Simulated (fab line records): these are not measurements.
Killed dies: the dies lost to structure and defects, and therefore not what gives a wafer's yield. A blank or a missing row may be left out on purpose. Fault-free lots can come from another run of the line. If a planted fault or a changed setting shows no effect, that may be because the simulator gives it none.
Which tool was responsible? -- flow n5 finfet -- 24 lots with 72 wafers sampled at 6 steps, on a route of 1938 steps

WHAT EACH GAUGE READ, for each wafer
N5_BEOL_M2_CD_MEAS_28: target cd 26.2 nm, target cd y 24.1 nm. Usual: cd nm at 26.23 nm, with a standard deviation of 0.24.
lot,measured,on,cd nm (nm),flag
L074,day 7 00:34,cd sem-03,25.98 26.38 26.30,
L075,day 7 07:01,cd sem-01,26.50 26.36 26.50,
L076,day 7 12:23,cd sem-01,26.44 26.28 25.97,
L077,day 7 13:46,cd sem-02,26.13 26.35 26.13,
L078,day 7 16:15,cd sem-02,25.88 26.70 26.01,
L079,day 8 01:38,cd sem-01,25.94 26.51 26.47,
L080,day 8 12:31,cd sem-01,25.59 25.87 26.42,
L081,day 8 12:41,cd sem-02,26.56 26.28 25.53,
L082,day 8 21:49,cd sem-03,26.44 26.09 26.53,
L084,day 9 00:31,cd sem-03,26.62 26.08 25.78,
L083,day 9 01:09,cd sem-02,26.21 26.29 26.21,
L085,day 9 04:59,cd sem-01,26.03 26.42 26.32,
L086,day 9 23:15,cd sem-01,26.14 26.22 26.03,
L087,day 10 10:50,cd sem-02,25.97 25.90 26.17,
L089,day 10 10:57,cd sem-02,25.94 25.97 26.16,
L090,day 10 14:20,cd sem-03,26.18 26.57 26.38,
L088,day 10 14:43,cd sem-03,25.93 26.52 26.57,
L091,day 10 17:31,cd sem-03,26.26 25.94 25.99,
L092,day 11 02:15,cd sem-02,26.29 25.93 26.37,
L093,day 11 04:26,cd sem-01,26.53 26.12 26.41,
L094,day 11 15:04,cd sem-02,25.94 26.49 26.61,
L095,day 12 00:15,cd sem-01,26.14 26.41 26.33,
L097,day 12 09:21,cd sem-01,25.92 26.66 26.29,
L096,day 12 09:32,cd sem-02,26.20 26.03 26.52,

TOOL THAT RAN EACH LOT (tool first, then ch and the chambers of the sampled wafers, then the start)
lot,N5_BEOL_M1_ANNEAL_87,N5_BEOL_M1_ANNEAL_89,N5_BEOL_M2_ILD_DEP_00,N5_BEOL_M2_HM_DEP_02,N5_BEOL_M2_ETCH_74
L074,"pvd sputter-02, day 6 18:28","pvd sputter-02, day 6 18:41","pecvd-01 ch 0,1,2, day 6 21:24","pvd sputter-03, day 6 23:03","rie diel-04 ch 0,3, day 6 23:44"
L075,"pvd sputter-01, day 6 23:17","pvd sputter-01, day 6 23:31","pecvd-04 ch 0,1,2, day 7 01:45","pvd sputter-01, day 7 05:25","rie diel-04 ch 0,2,3, day 7 06:10"
L076,"pvd sputter-03, day 7 07:32","pvd sputter-03, day 7 07:46","pecvd-02 ch 0,1,2, day 7 09:49","pvd sputter-02, day 7 10:59","rie diel-02 ch 0,1,2, day 7 11:40"
L077,"pvd sputter-02, day 7 09:13","pvd sputter-02, day 7 09:26","pecvd-01 ch 0,1, day 7 11:21","pvd sputter-03, day 7 12:14","rie diel-02 ch 0,1,3, day 7 12:55"
L078,"pvd sputter-01, day 7 10:16","pvd sputter-01, day 7 10:29","pecvd-01 ch 0,1,2, day 7 12:23","pvd sputter-02, day 7 14:52","rie diel-01 ch 1,3, day 7 15:32"
L079,"pvd sputter-03, day 7 21:47","pvd sputter-03, day 7 22:00","pecvd-04 ch 1,2, day 7 23:55","pvd sputter-02, day 8 00:05","rie diel-02 ch 0,1,3, day 8 00:48"
L080,"pvd sputter-01, day 8 06:06","pvd sputter-01, day 8 06:19","pecvd-01 ch 1,2, day 8 08:37","pvd sputter-01, day 8 11:02","rie diel-04 ch 2,3, day 8 11:47"
L081,"pvd sputter-03, day 8 06:39","pvd sputter-03, day 8 06:52","pecvd-04 ch 0,1, day 8 08:52","pvd sputter-01, day 8 11:14","rie diel-01 ch 0,3, day 8 11:58"
L082,"pvd sputter-02, day 8 16:32","pvd sputter-02, day 8 16:46","pecvd-01 ch 0,1,2, day 8 18:40","pvd sputter-02, day 8 19:52","rie diel-01 ch 0,1,3, day 8 20:58"
L084,"pvd sputter-02, day 8 18:23","pvd sputter-02, day 8 18:36","pecvd-01 ch 0,2, day 8 20:32","pvd sputter-01, day 8 22:34","rie diel-01 ch 0,1,2, day 8 23:37"
L083,"pvd sputter-02, day 8 21:22","pvd sputter-02, day 8 21:35","pecvd-02 ch 0,1,2, day 8 23:32","pvd sputter-03, day 8 23:50","rie diel-02 ch 2,3, day 9 00:26"
L085,"pvd sputter-02, day 9 00:31","pvd sputter-02, day 9 00:44","pecvd-02 ch 0,1,2, day 9 02:43","pvd sputter-01, day 9 03:09","rie diel-02 ch 1,2, day 9 04:09"
L086,"pvd sputter-03, day 9 17:24","pvd sputter-03, day 9 17:37","pecvd-01 ch 0,2, day 9 19:34","pvd sputter-01, day 9 21:43","rie diel-01 ch 1,2,3, day 9 22:24"
L087,"pvd sputter-01, day 10 04:04","pvd sputter-01, day 10 04:17","pecvd-02 ch 1,2, day 10 06:14","pvd sputter-03, day 10 06:48","rie diel-02 ch 0,1,2, day 10 09:56"
L089,"pvd sputter-03, day 10 04:17","pvd sputter-03, day 10 04:31","pecvd-04 ch 1,2, day 10 06:26","pvd sputter-03, day 10 06:54","rie diel-02 ch 0,1,2, day 10 10:13"
L090,"pvd sputter-02, day 10 08:28","pvd sputter-02, day 10 08:41","pecvd-04 ch 0,1, day 10 10:47","pvd sputter-02, day 10 11:51","rie diel-02 ch 0,1, day 10 13:29"
L088,"pvd sputter-03, day 10 10:02","pvd sputter-03, day 10 10:15","pecvd-01 ch 0,1,2, day 10 12:10","pvd sputter-02, day 10 12:32","rie diel-02 ch 1,2, day 10 13:52"
L091,"pvd sputter-02, day 10 10:40","pvd sputter-02, day 10 10:53","pecvd-01 ch 0,1,2, day 10 14:26","pvd sputter-03, day 10 16:12","rie diel-04 ch 0,2, day 10 16:45"
L092,"pvd sputter-02, day 10 22:11","pvd sputter-02, day 10 22:25","pecvd-04 ch 0,2, day 11 00:21","pvd sputter-01, day 11 00:45","rie diel-02 ch 0,1,2, day 11 01:19"
L093,"pvd sputter-03, day 10 23:12","pvd sputter-03, day 10 23:25","pecvd-01 ch 0,1,2, day 11 01:20","pvd sputter-01, day 11 03:01","rie diel-01 ch 1,3, day 11 03:42"
L094,"pvd sputter-02, day 11 09:09","pvd sputter-02, day 11 09:22","pecvd-02 ch 0,1,2, day 11 11:26","pvd sputter-03, day 11 13:25","rie diel-02 ch 0,3, day 11 14:05"
L095,"pvd sputter-01, day 11 19:44","pvd sputter-01, day 11 19:57","pecvd-02 ch 0,1,2, day 11 22:08","pvd sputter-03, day 11 22:44","rie diel-02 ch 0,1,3, day 11 23:31"
L097,"pvd sputter-01, day 12 04:26","pvd sputter-01, day 12 04:39","pecvd-01 ch 0,1,2, day 12 06:35","pvd sputter-01, day 12 07:53","rie diel-02 ch 0,1,3, day 12 08:37"
L096,"pvd sputter-03, day 12 05:08","pvd sputter-03, day 12 05:22","pecvd-01 ch 0,1,2, day 12 07:17","pvd sputter-01, day 12 08:07","rie diel-01 ch 1,2, day 12 08:46"
- N5_BEOL_M1_ANNEAL_87: time 240 s.
- N5_BEOL_M1_ANNEAL_89: time 240 s.
- N5_BEOL_M2_ILD_DEP_00: deposits SiOC from DEMS/O2, target thk 79 nm, time 15.3 s.
- N5_BEOL_M2_HM_DEP_02: deposits TiN, target thk 20 nm.
- N5_BEOL_M2_ETCH_74: etches underlayer in N2/H2, target depth 6.5 nm, time 5.2 s.

AS READ BY THE TOOLS THEMSELVES (means over the sampled wafers that have a number; for cases with no such wafer, the mark the record gives instead)
N5_BEOL_M1_ANNEAL_87. Usual: heater power w 845 W, standard deviation 95; susceptor_temp_C_max 401.1, standard deviation 0.49.
lot,tool,heater power w (W),susceptor_temp_C_max,flag
L074,pvd sputter-02,881,401.1,
L075,pvd sputter-01,898,401.2,
L076,pvd sputter-03,791,400.9,
L077,pvd sputter-02,816,401.3,
L078,pvd sputter-01,929,400.5,
L079,pvd sputter-03,905,401.6,
L080,pvd sputter-01,921,401.1,
L081,pvd sputter-03,790,401.2,
L082,pvd sputter-02,831,401.0,
L084,pvd sputter-02,828,401.0,
L083,pvd sputter-02,739,401.2,
L085,pvd sputter-02,913,401.1,
L086,pvd sputter-03,788,401.1,
L087,pvd sputter-01,897,400.6,
L089,pvd sputter-03,848,401.1,
L090,pvd sputter-02,820,400.6,
L088,pvd sputter-03,843,401.3,
L091,pvd sputter-02,840,401.1,
L092,pvd sputter-02,842,400.8,
L093,pvd sputter-03,844,401.3,
L094,pvd sputter-02,779,400.9,
L095,pvd sputter-01,852,400.9,
L097,pvd sputter-01,920,400.7,
L096,pvd sputter-03,842,401.3,

N5_BEOL_M1_ANNEAL_89. Usual: heater power w 846 W, standard deviation 94; susceptor_temp_C_max 401.1, standard deviation 0.49.
lot,tool,heater power w (W),susceptor_temp_C_max,flag
L074,pvd sputter-02,869,401.2,
L075,pvd sputter-01,898,401.1,
L076,pvd sputter-03,789,401.3,
L077,pvd sputter-02,798,401.4,
L078,pvd sputter-01,932,400.9,
L079,pvd sputter-03,906,401.2,
L080,pvd sputter-01,924,401.4,
L081,pvd sputter-03,795,401.0,
L082,pvd sputter-02,832,401.0,
L084,pvd sputter-02,817,400.8,
L083,pvd sputter-02,725,400.9,
L085,pvd sputter-02,923,400.8,
L086,pvd sputter-03,783,401.5,
L087,pvd sputter-01,900,400.7,
L089,pvd sputter-03,846,401.3,
L090,pvd sputter-02,820,400.5,
L088,pvd sputter-03,843,401.3,
L091,pvd sputter-02,819,401.2,
L092,pvd sputter-02,870,400.9,
L093,pvd sputter-03,850,401.6,
L094,pvd sputter-02,778,400.6,
L095,pvd sputter-01,861,400.9,
L097,pvd sputter-01,902,401.0,
L096,pvd sputter-03,857,401.8,

N5_BEOL_M2_ILD_DEP_00. Usual: heater power w 487 W, standard deviation 75; showerhead plenum p Torr 5.697 Torr, standard deviation 0.015; throttle valve pct 12.0 %, standard deviation 0.51.
lot,tool,heater power w (W),showerhead plenum p Torr (Torr),throttle valve pct (%),flag
L074,pecvd-01,506,5.689,11.8,
L075,pecvd-04,455,5.703,12.5,
L076,pecvd-02,501,5.698,11.7,
L077,pecvd-01,547,5.689,11.9,
L078,pecvd-01,472,5.694,11.9,
L079,pecvd-04,447,5.684,12.8,
L080,pecvd-01,437,5.696,11.7,
L081,pecvd-04,443,5.713,12.7,
L082,pecvd-01,518,5.695,11.9,
L084,pecvd-01,513,5.703,11.6,
L083,pecvd-02,454,5.694,11.8,
L085,pecvd-02,496,5.689,11.8,
L086,pecvd-01,550,5.692,11.7,
L087,pecvd-02,481,5.689,11.7,
L089,pecvd-04,463,5.704,12.4,
L090,pecvd-04,402,5.706,12.6,
L088,pecvd-01,514,5.694,11.9,
L091,pecvd-01,518,5.682,11.8,
L092,pecvd-04,439,5.720,12.2,
L093,pecvd-01,487,5.695,11.8,
L094,pecvd-02,476,5.687,11.8,
L095,pecvd-02,484,5.686,11.7,
L097,pecvd-01,528,5.699,11.9,
L096,pecvd-01,494,5.699,11.8,

N5_BEOL_M2_HM_DEP_02. Usual: chamber pressure pa 0.5000 Pa, standard deviation 0.001; throttle valve pct 30.3 %, standard deviation 1.
lot,tool,chamber pressure pa (Pa),throttle valve pct (%),flag
L074,pvd sputter-03,0.5002,30.6,
L075,pvd sputter-01,0.4993,30.4,
L076,pvd sputter-02,0.4992,29.2,
L077,pvd sputter-03,0.5001,31.2,
L078,pvd sputter-02,0.4998,29.0,
L079,pvd sputter-02,0.5008,29.7,
L080,pvd sputter-01,0.5005,31.4,
L081,pvd sputter-01,0.4999,31.1,
L082,pvd sputter-02,0.5000,29.9,
L084,pvd sputter-01,0.4989,31.4,
L083,pvd sputter-03,0.4997,30.9,
L085,pvd sputter-01,0.4996,31.4,
L086,pvd sputter-01,0.5010,30.5,
L087,pvd sputter-03,0.5006,30.6,
L089,pvd sputter-03,0.5000,30.8,
L090,pvd sputter-02,0.4995,29.3,
L088,pvd sputter-02,0.5007,29.1,
L091,pvd sputter-03,0.4997,30.8,
L092,pvd sputter-01,0.5005,31.4,
L093,pvd sputter-01,0.4991,30.8,
L094,pvd sputter-03,0.5008,30.7,
L095,pvd sputter-03,0.4998,31.0,
L097,pvd sputter-01,0.5004,31.3,
L096,pvd sputter-01,0.4998,30.3,

N5_BEOL_M2_ETCH_74. Usual: chamber pressure mTorr 30.00 mTorr, standard deviation 0.04; drypump motor current A 5.6 A, standard deviation 0.4; etch rf on time s 5.19 s, standard deviation 0.12; oes product au 0.66 a.u., standard deviation 0.076; rf vpp V 524 V, standard deviation 3; showerhead plenum p Torr 2.53 Torr, standard deviation 0.1; throttle valve pct 17.84 %, standard deviation 0.2.
lot,tool,chamber pressure mTorr (mTorr),drypump motor current A (A),etch rf on time s (s),oes product au (a.u.),rf vpp V (V),showerhead plenum p Torr (Torr),throttle valve pct (%),flag
L074,rie diel-04,29.99,5.7,5.19,0.78,528,2.67,17.76,
L075,rie diel-04,29.96,5.7,5.19,0.74,525,2.58,17.69,
L076,rie diel-02,29.97,5.6,5.14,0.64,522,2.46,17.89,
L077,rie diel-02,29.99,5.6,5.11,0.64,524,2.53,17.77,
L078,rie diel-01,30.02,5.1,5.16,0.65,524,2.57,17.93,
L079,rie diel-02,29.99,5.6,5.18,0.63,523,2.53,17.79,
L080,rie diel-04,30.05,5.8,5.25,0.69,523,2.50,17.64,
L081,rie diel-01,29.99,4.9,5.18,0.68,527,2.63,17.72,
L082,rie diel-01,30.01,5.1,5.18,0.64,524,2.57,17.86,
L084,rie diel-01,29.96,5.5,5.21,0.64,525,2.57,17.90,
L083,rie diel-02,30.02,5.8,5.31,0.59,524,2.56,18.03,
L085,rie diel-02,30.01,5.8,5.25,0.61,519,2.42,18.07,
L086,rie diel-01,30.02,5.5,5.14,0.76,526,2.63,17.73,
L087,rie diel-02,30.00,5.6,5.20,0.61,519,2.45,17.94,
L089,rie diel-02,29.96,5.6,5.21,0.61,523,2.45,17.93,
L090,rie diel-02,29.99,5.4,5.07,0.63,523,2.49,17.76,
L088,rie diel-02,29.99,5.8,5.35,0.60,521,2.41,18.09,
L091,rie diel-04,30.01,5.7,5.21,0.75,526,2.63,17.69,
L092,rie diel-02,30.00,5.6,5.18,0.61,521,2.45,17.94,
L093,rie diel-01,29.99,5.2,5.14,0.78,523,2.56,17.67,
L094,rie diel-02,29.99,5.5,5.01,0.76,526,2.58,17.56,
L095,rie diel-02,30.01,5.5,5.03,0.69,523,2.52,17.69,
L097,rie diel-02,30.03,5.6,5.06,0.68,523,2.52,17.70,
L096,rie diel-01,29.98,6.0,5.15,0.74,525,2.63,17.81,

THE ANSWER, worked out from the rows above alone
Rule: take the mean of a lot's wafers that have a number; if it is more than 3 standard deviations from the usual mean, the lot is off. A lot without any number at a reading at which 4 lots or more have one is off too. Where the step has rows for the other lots, those lots are counted as sound. The gauges are gone through in route order, then the tools' own readings, and for those a lot's mean is taken as printed above. At the first step where some lot is off, the reading lying furthest off is the one used; lots without a number count as furthest.
Across all readings shown, no lot is off: no conclusion can be drawn from this.

WHAT HAD BEEN PUT IN BY THE SIMULATOR
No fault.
